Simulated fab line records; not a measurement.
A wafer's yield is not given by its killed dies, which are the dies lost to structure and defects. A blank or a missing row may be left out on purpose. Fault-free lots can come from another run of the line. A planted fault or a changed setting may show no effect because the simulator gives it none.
fab line records -- flow n5Finfet
record: lots: 6, wafers: 18, lastDay: 17
route steps=1938 shown BEOL_M15@1778 PASSIVATION@1936
lots that met no fault: from a run of the same line without faults
startH: hours from the record's opening day to when the first of the lot's shown wafers began -- waitH: hours elapsed since this lot's preceding step -- " unchanged from the row above -- L1.1+2: one row covering several wafers at once -- - either no value or no given start -- * or withheld: withheld -- < > ~ a bound
route shown NAME@n: a module of which the file shows steps, and the number in the route of the first -- usual: mean and standard deviation over wafers with no fault -- same: alike in all rows -- chamber/n: place in a boat -- sites: each site's reading -- _std_site: how widely they spread, as a standard deviation -- _edge_site: mean of outer sites minus mean of inner sites -- radiusMm: how far each site lies from the wafer's centre -- mask NAME#n: copy n -- behind: the last tool/chamber to shape the wafer -- hold: reason for holding the lot/hours on hold/outcome of the hold -- device: whichever transistor did not switch (one of n, p or np) -- end of line: tests run on the same wafers once the route is complete -- a step given without rows: its recipe and nothing more -- killed: dies that structure and defects cost at the first sort, which is not the same as the wafer's yield -- map: a wafer's dies, x killed, . not, _ none there
set.NAME: the run value of the setting; set.NAME@STEP: its run value at that earlier step -- model.NAME: the simulator's own value behind a step, which no gauge read
lots seen at some steps along the route; tables by step, rows by wafer
services: when a tool's chamber went out of use (startH, in hours from the record's first day, below 0 if earlier), for how many hours, and the reason
== steps ==
step: N5_BEOL_M15_SOFTBAKE_05
recipe: tempC: 130, timeS: 60
step: N5_BEOL_M15_EXPOSE_07
recipe: maskId: V14, na: 0.8, sourceShape: annular, sigmaInner: 0.5, sigmaOuter: 0.8, polarization: unpolarized, attpsmPhaseDeg: 180, doseMj: 41.25
step: N5_BEOL_M15_PEB_08
recipe: pebTempC: 130, pebTimeS: 90
step: N5_BEOL_M15_DEVELOP_09
recipe: developTimeS: 45, rinseLiquid: diw, dry: airSpin, devTempC: 21
step: N5_BEOL_M15_HARDBAKE_14
recipe: tempC: 130, timeS: 120
step: N5_BEOL_M15_CD_MEAS_10
recipe: targetCdNm: 360, landingEnergyEv: 500, detector: seInlens, polarity: opening
usual: cdNm: 360.7/2.2
lot.wafer,tool,chamber,startH,waitH,cdNm
L578.1,cdSem-01,0,256.26,-,359.6
L578.3,cdSem-01,0,256.26,-,358.2
L578.4,cdSem-01,0,256.26,-,359.7
L580.1,cdSem-02,0,259.23,-,362.5
L580.3,cdSem-02,0,259.23,-,362.0
L580.5,cdSem-02,0,259.23,-,362.4
L588.1,cdSem-02,0,323.87,-,363.4
L588.4,cdSem-02,0,323.87,-,362.3
L588.5,cdSem-02,0,323.87,-,360.5
L590.2,cdSem-03,0,331.69,-,359.2
L590.3,cdSem-03,0,331.69,-,359.3
L590.4,cdSem-03,0,331.69,-,360.0
L596.1,cdSem-01,0,366.96,-,360.1
L596.4,cdSem-01,0,366.96,-,363.2
L596.6,cdSem-01,0,366.96,-,363.8
L600.1,cdSem-03,0,386.77,-,363.0
L600.2,cdSem-03,0,386.77,-,361.1
L600.5,cdSem-03,0,386.77,-,360.4
step: N5_BEOL_M15_OVL_MEAS_11
recipe: pointsPerWafer: 44
usual: V14_OVL: -1/4.4
lot.wafer,tool,chamber,startH,waitH,V14_OVL[nm]
L578.1,overlay-02,0,256.29,0.0,4
L578.3,overlay-02,0,256.29,0.0,-1
L578.4,overlay-02,0,256.29,0.0,3
L580.1,overlay-01,0,259.26,0.0,-8
L580.3,overlay-01,0,259.26,0.0,7
L580.5,overlay-01,0,259.26,0.0,3
L588.1,overlay-02,0,323.90,0.0,5
L588.4,overlay-02,0,323.90,0.0,-2
L588.5,overlay-02,0,323.90,0.0,0
L590.2,overlay-01,0,331.71,0.0,-1
L590.3,overlay-01,0,331.71,0.0,-4
L590.4,overlay-01,0,331.71,0.0,-5
L596.1,overlay-02,0,366.99,0.0,-5
L596.4,overlay-02,0,366.99,0.0,2
L596.6,overlay-02,0,366.99,0.0,-1
L600.1,overlay-01,0,386.80,0.0,4
L600.2,overlay-01,0,386.80,0.0,-8
L600.5,overlay-01,0,386.80,0.0,-5
step: N5_BEOL_M15_INSPECT_12
recipe: mode: adi, inspectInstrument: macro
usual: rawDefectCount: 1.9/1.3
lot.wafer,tool,chamber,startH,waitH,rawDefectCount
L578.1,defectInspect-01,-,256.31,0.0,1
L578.3,defectInspect-01,-,256.31,0.0,1
L578.4,defectInspect-01,-,256.31,0.0,0
L580.1,defectInspect-02,-,259.29,0.0,2
L580.3,defectInspect-02,-,259.29,0.0,2
L580.5,defectInspect-02,-,259.29,0.0,2
L588.1,defectInspect-01,-,323.92,0.0,4
L588.4,defectInspect-01,-,323.92,0.0,1
L588.5,defectInspect-01,-,323.92,0.0,2
L590.2,defectInspect-01,-,331.74,0.0,1
L590.3,defectInspect-01,-,331.74,0.0,2
L590.4,defectInspect-01,-,331.74,0.0,4
L596.1,defectInspect-01,-,367.02,0.0,3
L596.4,defectInspect-01,-,367.02,0.0,2
L596.6,defectInspect-01,-,367.02,0.0,1
L600.1,defectInspect-01,-,386.82,0.0,1
L600.2,defectInspect-01,-,386.82,0.0,3
L600.5,defectInspect-01,-,386.82,0.0,0
step: N5_BEOL_M15_DESCUM_15
recipe: chemistry: O2, timeS: 7.9, sourcePowerW: 50, biasPowerW: 20, pressureMtorr: 20, rfFrequencyHz: 2.712e+07, tempC: 40, o2FlowSccm: 225
usual: drypumpMotorCurrentA: 6.0/0.57, o2FlowSccm: 225.1/0.7, oesProductAu: 0.76/0.061, rfVppV: 242.9/1.4, showerheadPlenumPTorr: 2.08/0.066, throttleValvePct: 20.42/0.24
lot.wafer,tool,chamber,startH,waitH,drypumpMotorCurrentA,o2FlowSccm,oesProductAu,rfHoursCounterH,rfVppV,showerheadPlenumPTorr,throttleValvePct
L578.1,rieDiel-02,3,256.35,0.0,6.0,225.5,0.68,201,243.3,2.09,20.98
L578.3,rieDiel-02,0,256.35,0.0,5.5,223.9,0.90,20,245.2,2.13,20.38
L578.4,rieDiel-02,1,256.35,0.0,5.4,224.7,0.74,184,241.7,2.05,20.11
L580.1,rieDiel-04,1,259.36,0.1,5.0,225.9,0.83,55,244.5,2.16,20.63
L580.3,rieDiel-04,0,259.36,0.1,6.1,225.4,0.71,197,244.7,2.15,20.51
L580.5,rieDiel-04,0,259.36,0.1,6.1,225.2,0.72,-,243.5,2.15,20.48
L588.1,rieDiel-02,3,324.74,0.8,6.0,224.8,0.66,219,243.0,2.09,21.02
L588.4,rieDiel-02,1,324.74,0.8,5.4,226.0,0.72,202,243.6,2.04,20.15
L588.5,rieDiel-02,0,324.74,0.8,5.6,224.8,0.87,-,243.9,2.12,20.41
L590.2,rieDiel-02,1,331.98,0.2,5.4,225.6,0.73,205,243.1,2.04,20.15
L590.3,rieDiel-02,0,331.98,0.2,5.6,225.2,0.87,39,241.3,2.12,20.41
L590.4,rieDiel-02,2,331.98,0.2,6.2,224.3,0.84,61,244.0,2.21,20.25
L596.1,rieDiel-01,3,367.05,0.0,6.3,225.1,0.69,236,242.1,2.08,20.37
L596.4,rieDiel-01,0,367.05,0.0,5.1,225.1,0.82,95,242.5,2.04,20.21
L596.6,rieDiel-01,2,367.05,0.0,6.8,225.0,0.75,-,242.4,2.00,20.10
L600.1,rieDiel-04,1,386.86,0.0,5.0,225.0,0.79,96,243.5,2.14,20.71
L600.2,rieDiel-04,2,386.86,0.0,5.7,224.3,0.70,225,242.4,2.00,20.45
L600.5,rieDiel-04,2,386.86,0.0,5.7,225.7,0.70,-,241.1,2.00,20.46
step: N5_BEOL_M15_ETCH_59
recipe: chemistry: N2/H2, target: BARC, targetDepthA: 890, overetchA: 267, timeS: 67.9, ionEnergyEv: 200, pressureMtorr: 30, sourceW: 840, biasW: 150, n2FlowSccm: 200, h2FlowSccm: 200
usual: drypumpMotorCurrentA: 6.0/0.57, oesProductAu: 0.65/0.049, rfVppV: 523.4/2.3, showerheadPlenumPTorr: 2.52/0.086, throttleValvePct: 17.86/0.22
lot.wafer,tool,chamber,startH,waitH,drypumpMotorCurrentA,oesProductAu,rfHoursCounterH,rfVppV,showerheadPlenumPTorr,throttleValvePct
L578.1,rieDiel-02,3,256.38,0.0,6.0,0.59,201,523.4,2.51,18.18
L578.3,rieDiel-02,0,256.38,0.0,5.6,0.78,20,524.9,2.62,18.02
L578.4,rieDiel-02,1,256.38,0.0,5.4,0.64,184,522.9,2.53,17.84
L580.1,rieDiel-04,1,259.39,0.0,5.0,0.71,55,524.5,2.61,18.03
L580.3,rieDiel-04,0,259.39,0.0,6.1,0.62,197,525.7,2.64,18.17
L580.5,rieDiel-04,0,259.39,0.0,6.1,0.61,-,526.2,2.64,18.15
L588.1,rieDiel-02,3,324.77,0.0,6.0,0.59,219,522.4,2.50,18.22
L588.4,rieDiel-02,1,324.77,0.0,5.4,0.62,202,523.0,2.53,17.87
L588.5,rieDiel-02,0,324.77,0.0,5.6,0.76,-,524.3,2.62,18.04
L590.2,rieDiel-02,1,332.02,0.0,5.3,0.62,205,523.7,2.52,17.89
L590.3,rieDiel-02,0,332.02,0.0,5.6,0.76,39,523.3,2.62,18.04
L590.4,rieDiel-02,2,332.02,0.0,6.2,0.70,61,528.1,2.67,17.66
L596.1,rieDiel-01,3,367.08,0.0,6.3,0.60,236,523.1,2.48,17.51
L596.4,rieDiel-01,0,367.08,0.0,5.1,0.68,95,523.1,2.46,17.71
L596.6,rieDiel-01,2,367.08,0.0,6.8,0.62,-,521.1,2.45,17.77
L600.1,rieDiel-04,1,386.89,0.0,5.0,0.68,96,522.4,2.59,18.11
L600.2,rieDiel-04,2,386.89,0.0,5.7,0.60,225,520.1,2.41,17.84
L600.5,rieDiel-04,2,386.89,0.0,5.7,0.60,-,519.5,2.41,17.82
step: N5_BEOL_M15_VIA_ETCH_16
recipe: chemistry: C4F8/O2/Ar, target: SiO2, heInnerTorr: 15, heOuterTorr: 30, targetDepthA: 17922, timeS: withheld, ionEnergyEv: 800, pressureMtorr: 20, sourceW: 1905, biasW: 2040, Ar_flow_sccm: 400, C4F8_flow_sccm: 16, O2_flow_sccm: 12, ends: cleared
usual: drypumpMotorCurrentA: 6.0/0.57, heInnerTorr: 15.002/0.029, oesProductAu: 0.69/0.057, rfVppV: 2217/58, showerheadPlenumPTorr: 3.41/0.11, throttleValvePct: 30.8/0.35
lot.wafer,tool,chamber,startH,waitH,drypumpMotorCurrentA,heInnerTorr,oesProductAu,rfVppV,showerheadPlenumPTorr,throttleValvePct
L578.1,rieDiel-02,3,256.43,0.0,6.0,15.023,0.62,2259,3.40,31.3
L578.3,rieDiel-02,0,256.43,0.0,5.6,15.057,0.81,2119,3.50,30.9
L578.4,rieDiel-02,1,256.43,0.0,5.4,15.013,0.66,2217,3.42,30.7
L580.1,rieDiel-04,1,259.45,0.0,5.0,14.995,0.76,2183,3.50,31.0
L580.3,rieDiel-04,0,259.45,0.0,6.1,14.943,0.63,2355,3.55,31.1
L580.5,rieDiel-04,0,259.45,0.0,6.1,15.004,0.64,2354,3.55,31.1
L588.1,rieDiel-02,3,324.83,0.0,6.0,14.984,0.61,2260,3.39,31.3
L588.4,rieDiel-02,1,324.83,0.0,5.4,14.968,0.65,2218,3.41,30.7
L588.5,rieDiel-02,0,324.83,0.0,5.6,15.027,0.79,2119,3.49,30.9
L590.2,rieDiel-02,1,332.07,0.0,5.4,15.004,0.65,2218,3.41,30.7
L590.3,rieDiel-02,0,332.07,0.0,5.6,15.012,0.78,2118,3.49,30.9
L590.4,rieDiel-02,2,332.07,0.0,6.2,15.037,0.75,2185,3.62,30.8
L596.1,rieDiel-01,3,367.14,0.0,6.3,14.952,0.62,2191,3.37,30.4
L596.4,rieDiel-01,0,367.14,0.0,5.1,14.983,0.73,2239,3.31,30.4
L596.6,rieDiel-01,2,367.14,0.0,6.8,15.010,0.66,2235,3.28,30.2
L600.1,rieDiel-04,1,386.94,0.0,5.0,14.994,0.72,2183,3.48,31.1
L600.2,rieDiel-04,2,386.94,0.0,5.7,15.013,0.62,2237,3.26,30.6
L600.5,rieDiel-04,2,386.94,0.0,5.7,15.032,0.61,2237,3.26,30.6
step: N5_BEOL_M15_STRIP_63
recipe: chemistry: O2, powerW: 600, tempC: 60, pressureMtorr: 30, rfFrequencyHz: 6e+07, biasPowerW: 0, overashFraction: 0.3, o2FlowSccm: 225
usual: chamberPressureMTorr: 30.00/0.039, drypumpMotorCurrentA: 5.9/0.58, o2FlowSccm: 225.0/0.66, oesProductAu: 0.76/0.062, rfVppV: 3.6/0.8, showerheadPlenumPTorr: 2.09/0.066, throttleValvePct: 16.66/0.2
lot.wafer,tool,chamber,startH,waitH,chamberPressureMTorr,drypumpMotorCurrentA,o2FlowSccm,oesProductAu,rfHoursCounterH,rfVppV,showerheadPlenumPTorr,throttleValvePct
L578.1,rieDiel-02,3,-,-,30.02,6.0,225.7,0.67,202,4.4,2.10,17.17
L578.3,rieDiel-02,0,-,-,30.05,5.6,225.1,0.89,21,3.1,2.13,16.57
L578.4,rieDiel-02,1,-,-,29.98,5.4,223.6,0.73,184,4.4,2.05,16.48
L580.1,rieDiel-04,1,-,-,29.97,5.0,224.2,0.83,55,4.9,2.16,16.80
L580.3,rieDiel-04,0,-,-,29.99,6.1,224.2,0.70,197,3.0,2.15,16.71
L580.5,rieDiel-04,0,-,-,29.94,6.2,224.6,0.72,-,2.7,2.15,16.75
L588.1,rieDiel-02,3,-,-,30.02,6.0,224.7,0.67,219,3.2,2.09,17.20
L588.4,rieDiel-02,1,-,-,30.03,5.3,224.9,0.73,203,2.5,2.05,16.53
L588.5,rieDiel-02,0,-,-,29.94,5.6,226.1,0.88,-,4.1,2.13,16.60
L590.2,rieDiel-02,1,-,-,30.03,5.3,225.5,0.71,205,4.1,2.05,16.54
L590.3,rieDiel-02,0,-,-,30.11,5.6,225.2,0.85,39,3.5,2.13,16.61
L590.4,rieDiel-02,2,-,-,29.96,6.2,224.2,0.84,62,3.1,2.21,16.49
L596.1,rieDiel-01,3,-,-,29.99,6.3,225.1,0.69,236,2.1,2.08,16.64
L596.4,rieDiel-01,0,-,-,29.98,5.1,224.8,0.82,95,3.8,2.04,16.46
L596.6,rieDiel-01,2,-,-,29.94,6.8,224.8,0.75,-,4.9,2.01,16.40
L600.1,rieDiel-04,1,-,-,29.94,5.0,226.2,0.78,96,3.0,2.15,16.87
L600.2,rieDiel-04,2,-,-,29.98,5.7,224.9,0.70,226,4.3,2.00,16.71
L600.5,rieDiel-04,2,-,-,30.00,5.7,226.0,0.70,-,2.3,2.00,16.70
step: N5_BEOL_M15_STRIP_64
recipe: chemistry: O2, powerW: 600, tempC: 60, pressureMtorr: 30, rfFrequencyHz: 6e+07, biasPowerW: 0, overashFraction: 0.3, o2FlowSccm: 225
usual: chamberPressureMTorr: 29.998/0.028, drypumpMotorCurrentA: 5.9/0.58, o2FlowSccm: 225.1/0.71, oesProductAu: 0.76/0.061, rfVppV: 3.6/0.49, showerheadPlenumPTorr: 2.09/0.066, throttleValvePct: 16.66/0.2
lot.wafer,tool,chamber,startH,waitH,chamberPressureMTorr,drypumpMotorCurrentA,o2FlowSccm,oesProductAu,rfHoursCounterH,rfVppV,showerheadPlenumPTorr,throttleValvePct
L578.1,rieDiel-02,3,256,-,29.982,5.9,224.6,0.67,202,3.8,2.10,17.16
L578.3,rieDiel-02,0,256,-,30.026,5.6,224.8,0.89,21,4.0,2.13,16.57
L578.4,rieDiel-02,1,256,-,29.996,5.4,226.3,0.73,184,3.7,2.05,16.50
L580.1,rieDiel-04,1,259,-,30.015,5.0,225.1,0.83,55,3.3,2.16,16.77
L580.3,rieDiel-04,0,259,-,30.003,6.1,225.3,0.71,197,4.4,2.15,16.74
L580.5,rieDiel-04,0,259,-,30.031,6.1,224.9,0.71,-,3.4,2.15,16.73
L588.1,rieDiel-02,3,325,-,21.011,6.0,224.4,0.65,219,3.8,2.09,17.20
L588.4,rieDiel-02,1,325,-,21.011,5.4,226.0,0.72,203,2.6,2.05,16.54
L588.5,rieDiel-02,0,325,-,21.002,5.6,224.8,0.87,-,3.6,2.13,16.60
L590.2,rieDiel-02,1,332,-,21.004,5.4,224.2,0.72,205,4.2,2.05,16.53
L590.3,rieDiel-02,0,332,-,20.954,5.6,224.9,0.86,39,3.7,2.13,16.61
L590.4,rieDiel-02,2,332,-,20.922,6.2,226.1,0.84,62,2.9,2.21,16.49
L596.1,rieDiel-01,3,367,-,29.984,6.2,224.3,0.69,236,3.4,2.08,16.63
L596.4,rieDiel-01,0,367,-,30.036,5.1,225.2,0.83,95,3.4,2.04,16.44
L596.6,rieDiel-01,2,367,-,30.021,6.8,225.0,0.75,-,4.4,2.01,16.44
L600.1,rieDiel-04,1,387,-,29.990,5.0,225.0,0.78,96,3.0,2.15,16.87
L600.2,rieDiel-04,2,387,-,29.987,5.7,225.5,0.70,226,3.9,2.00,16.71
L600.5,rieDiel-04,2,387,-,30.034,5.7,225.5,0.69,-,3.1,2.00,16.71
step: N5_BEOL_M15_STRIP_65
recipe: chemistry: postEtchResidueRemover, timeS: 60, tempC: 25, removerPh: withheld, removerWaterWtPct: withheld, removerFluorideWtPct: withheld
step: N5_PASSIVATION_PROBE_49
usual: defectLimitedYield: 91.3/1.4, killed_at_M0_to_M3: 32/9.5, killed_at_M4_up: 14/5.2, killedAtContacts: 13/5.7, killedAtFrontEnd: 41/12, killedAtOther: 3.5/2.6, killedDies: 103/17, killedOpen: 68/14, killedShort: 32/7, sort_bin_5_function: 5.0/0.91, sort_bin_6_memory: 3.3/0.7, sortNPass: 1076/17, sortYieldPct: 91.2/1.4
same: grossDies: 1180, killedAtBackSide: 0, sort_bin_4_leakage[%]: 0, sort_bin_8_speed[%]: 0
lot.wafer,tool,chamber,startH,waitH,defectLimitedYield[%],killed_at_M0_to_M3,killed_at_M4_up,killedAtContacts,killedAtFrontEnd,killedAtOther,killedDies,killedOpen,killedShort,sort_bin_5_function[%],sort_bin_6_memory[%],sortNPass,sortYieldPct[%]
L578.1,prober-02,-,273.98,0.0,92.1,24,13,20,32,4,93,61,30,4.2,3.4,1087,92.1
L578.3,prober-02,-,274.08,0.1,91.9,28,20,18,26,3,95,67,21,4.3,3.0,1085,91.9
L578.4,prober-02,-,274.13,0.2,92.8,20,24,18,20,3,85,61,23,4.7,2.5,1095,92.8
L580.1,prober-02,-,279.24,0.0,92.4,38,13,7,30,2,90,54,34,4.3,2.8,1090,92.4
L580.3,prober-02,-,279.34,0.1,91.4,29,12,8,51,2,102,61,41,4.2,3.7,1078,91.4
L580.5,prober-02,-,279.44,0.2,88.4,45,20,4,66,2,137,94,39,6.2,4.7,1043,88.4
L588.1,prober-01,-,342.37,0.0,90.7,21,11,15,53,10,110,80,28,5.8,3.3,1070,90.7
L588.4,prober-01,-,342.52,0.2,90.4,22,8,13,61,9,113,71,37,5.2,3.6,1067,90.4
L588.5,prober-01,-,342.57,0.2,90.4,16,22,10,59,6,113,72,35,5.4,3.4,1067,90.4
L590.2,prober-01,-,355.56,0.1,91.2,42,10,15,36,1,104,63,41,5.1,3.4,1076,91.2
L590.3,prober-01,-,355.61,0.1,91.7,34,9,10,40,5,98,67,30,5.4,2.7,1082,91.7
L590.4,prober-01,-,355.66,0.2,90.3,43,13,9,47,2,114,70,42,6.0,3.5,1066,90.3
L596.1,prober-01,-,389.90,0.0,91.0,47,7,10,37,5,106,71,32,5.1,3.6,1074,91.0
L596.4,prober-01,-,390.05,0.2,89.7,33,28,17,36,7,121,85,34,5.6,4.0,1059,89.7
L596.6,prober-01,-,390.15,0.3,90.0,40,18,9,47,4,118,73,41,6.1,3.7,1062,90.0
L600.1,prober-02,-,408.80,0.0,93.0,36,13,19,13,2,83,61,20,4.3,2.5,1097,93.0
L600.2,prober-02,-,408.85,0.1,90.5,55,10,20,24,3,112,84,24,5.2,3.9,1068,90.5
L600.5,prober-02,-,409.00,0.2,90.8,38,16,16,35,4,109,64,33,5.8,2.2,1071,90.8
killed by level:class
L578.1 MOL_CONTACT_COAG:geometricParticle:open=17 BEOL_M0_SAQP:geometricParticle:short=5 FIN_SAQP:geometricParticle:open=4 STI_FIN_REVEAL:geometricParticle:open=4 DUMMY_GATE:geometricParticle:open=4 GATE_CUT:geometricParticle:short=4 BEOL_M1:geometricParticle:open=4 SDB:geometricParticle:short=3
L578.3 MOL_CONTACT_COAG:geometricParticle:open=15 BEOL_M4:geometricParticle:open=9 BEOL_M3:geometricParticle:open=8 HKMG_FIN:areaEtch=7 BEOL_M0_SAQP:geometricParticle:open=5 DUMMY_GATE:geometricParticle:open=4 GATE_CUT:geometricParticle:short=4 BEOL_M5:geometricParticle:open=4
L578.4 BEOL_M4:geometricParticle:open=16 MOL_CONTACT_COAG:geometricParticle:open=14 GATE_CUT:geometricParticle:short=6 BEOL_M1:geometricParticle:open=6 MOL_CONTACT_COAG:geometricParticle:short=4 BEOL_M0_SAQP:geometricParticle:short=4 BEOL_M3:geometricParticle:open=4 BEOL_M5:geometricParticle:open=4
L580.1 BEOL_M0_SAQP:geometricParticle:short=11 BEOL_M2:geometricParticle:open=9 BEOL_M3:geometricParticle:open=8 MOL_CONTACT_COAG:geometricParticle:open=7 FIN_SAQP:geometricParticle:open=6 FIN_SAQP:geometricParticle:short=5 STI_FIN_REVEAL:geometricParticle:open=3 ILD0:geometricParticle:short=3
L580.3 FIN_SAQP:geometricParticle:open=15 GATE_CUT:geometricParticle:short=11 BEOL_M0_SAQP:geometricParticle:open=8 BEOL_M0_SAQP:geometricParticle:short=8 BEOL_M3:geometricParticle:open=8 MOL_CONTACT_COAG:geometricParticle:open=7 BEOL_M4:geometricParticle:open=6 FIN_CUT:geometricParticle:short=4
L580.5 FIN_SAQP:geometricParticle:open=17 STI_FIN_REVEAL:geometricParticle:open=12 BEOL_M0_SAQP:geometricParticle:open=12 BEOL_M3:geometricParticle:open=10 DUMMY_GATE:geometricParticle:open=9 FIN_SAQP:geometricParticle:short=8 GATE_CUT:geometricParticle:short=7 BEOL_M0_SAQP:geometricParticle:short=7
L588.1 STI_FIN_REVEAL:geometricParticle:open=13 MOL_CONTACT_COAG:geometricParticle:open=13 FIN_SAQP:geometricParticle:open=10 FIN_SAQP:geometricParticle:short=6 BEOL_M0_SAQP:geometricParticle:open=5 BEOL_M4:geometricParticle:open=5 ILD0:geometricParticle:open=4 GATE_CUT:geometricParticle:short=4
L588.4 STI_FIN_REVEAL:geometricParticle:open=20 MOL_CONTACT_COAG:geometricParticle:open=10 FIN_SAQP:geometricParticle:open=9 STI_FIN_REVEAL:geometricParticle:short=7 BEOL_M2:geometricParticle:open=7 ILD0:geometricParticle:short=5 FIN_SAQP:geometricParticle:short=4 BEOL_M0:geometricParticle:open=4
L588.5 FIN_SAQP:geometricParticle:open=14 GATE_CUT:geometricParticle:short=10 BEOL_M4:geometricParticle:open=9 MOL_CONTACT_COAG:geometricParticle:open=8 STI_FIN_REVEAL:geometricParticle:open=7 FIN_SAQP:geometricParticle:short=6 HKMG_FIN:areaEtch=6 BEOL_M5:geometricParticle:open=4
L590.2 MOL_CONTACT_COAG:geometricParticle:open=9 STI_FIN_REVEAL:geometricParticle:open=9 BEOL_M2:geometricParticle:open=9 BEOL_M3:geometricParticle:open=8 BEOL_M3:geometricParticle:short=7 FIN_SAQP:geometricParticle:open=6 FIN_SAQP:geometricParticle:short=6 MOL_CONTACT_COAG:geometricParticle:short=6
L590.3 STI_FIN_REVEAL:geometricParticle:open=12 MOL_CONTACT_COAG:geometricParticle:open=9 FIN_SAQP:geometricParticle:open=8 BEOL_M2:geometricParticle:open=8 FIN_SAQP:geometricParticle:short=7 BEOL_M3:geometricParticle:open=6 BEOL_M1:geometricParticle:open=6 BEOL_M0_SAQP:geometricParticle:short=4
L590.4 FIN_SAQP:geometricParticle:open=12 BEOL_M1:geometricParticle:open=11 BEOL_M2:geometricParticle:open=10 FIN_SAQP:geometricParticle:short=8 BEOL_M3:geometricParticle:open=6 ILD0:geometricParticle:short=5 MOL_CONTACT_COAG:geometricParticle:open=5 BEOL_M0_SAQP:geometricParticle:short=5
L596.1 BEOL_M2:geometricParticle:open=16 BEOL_M0_SAQP:geometricParticle:open=12 FIN_SAQP:geometricParticle:open=9 STI_FIN_REVEAL:geometricParticle:open=8 MOL_CONTACT_COAG:geometricParticle:open=8 BEOL_M0_SAQP:geometricParticle:short=6 FIN_SAQP:geometricParticle:short=5 STARTING-WAFER:geometricParticle:short=4
L596.4 MOL_CONTACT_COAG:geometricParticle:open=15 BEOL_M2:geometricParticle:open=13 FIN_SAQP:geometricParticle:short=10 BEOL_M4:geometricParticle:open=10 BEOL_M0_SAQP:geometricParticle:short=7 BEOL_M0_SAQP:geometricParticle:open=6 BEOL_M5:geometricParticle:open=6 FIN_SAQP:geometricParticle:open=5
L596.6 MOL_CONTACT_COAG:geometricParticle:open=9 BEOL_M2:geometricParticle:open=9 FIN_SAQP:geometricParticle:open=8 STI_FIN_REVEAL:geometricParticle:open=8 FIN_SAQP:geometricParticle:short=7 BEOL_M3:geometricParticle:open=7 BEOL_M4:geometricParticle:open=7 BEOL_M0_SAQP:geometricParticle:short=6
L600.1 MOL_CONTACT_COAG:geometricParticle:open=17 BEOL_M1:geometricParticle:open=9 BEOL_M2:geometricParticle:open=8 BEOL_M0_SAQP:geometricParticle:open=6 BEOL_M4:geometricParticle:open=5 STI_FIN_REVEAL:geometricParticle:open=4 BEOL_M1:geometricParticle:short=4 BEOL_M3:geometricParticle:open=4
L600.2 MOL_CONTACT_COAG:geometricParticle:open=18 BEOL_M2:geometricParticle:open=15 BEOL_M1:geometricParticle:open=9 BEOL_M0_SAQP:geometricParticle:open=8 BEOL_M0_SAQP:geometricParticle:short=7 GATE_CUT:geometricParticle:open=5 BEOL_M2:geometricParticle:short=5 BEOL_M3:geometricParticle:open=4
L600.5 BEOL_M2:geometricParticle:open=11 MOL_CONTACT_COAG:geometricParticle:open=10 BEOL_M0_SAQP:geometricParticle:short=8 HKMG_FIN:areaEtch=8 STI_FIN_REVEAL:geometricParticle:open=7 BEOL_M1:geometricParticle:open=7 BEOL_M4:geometricParticle:open=7 GATE_CUT:geometricParticle:short=6
== services ==
tool,chamber,startH,hours,kind
rieDiel-02,0,264.59,16.2,repair
rieDiel-02,-,271.50,14.6,pm
rieDiel-04,1,310.45,4.1,repair
rieDiel-04,0,360.64,2.0,repair
rieDiel-02,0,361.79,5.2,repair
rieDiel-04,-,377.92,2.8,pm
== key ==
firstSign: step: N5_BEOL_M15_STRIP_64, reading: chamberPressureMTorr, direction: down, sigmas: 99+, usual: *, struck: *
effect none on later readings
metAt N5_BEOL_M15_STRIP_64
struckWafers L588.1,L588.4,L588.5,L590.2,L590.3,L590.4
onsetBetween 256 325
fault: kind: processParameterDrift, tool: rieDiel-02, chamber: -, onsetH: 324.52, steps: N5_BEOL_M15_STRIP_64, channel: pressureMtorr, offset: *, shape: step, endH: 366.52, actsIn: *, stated: *
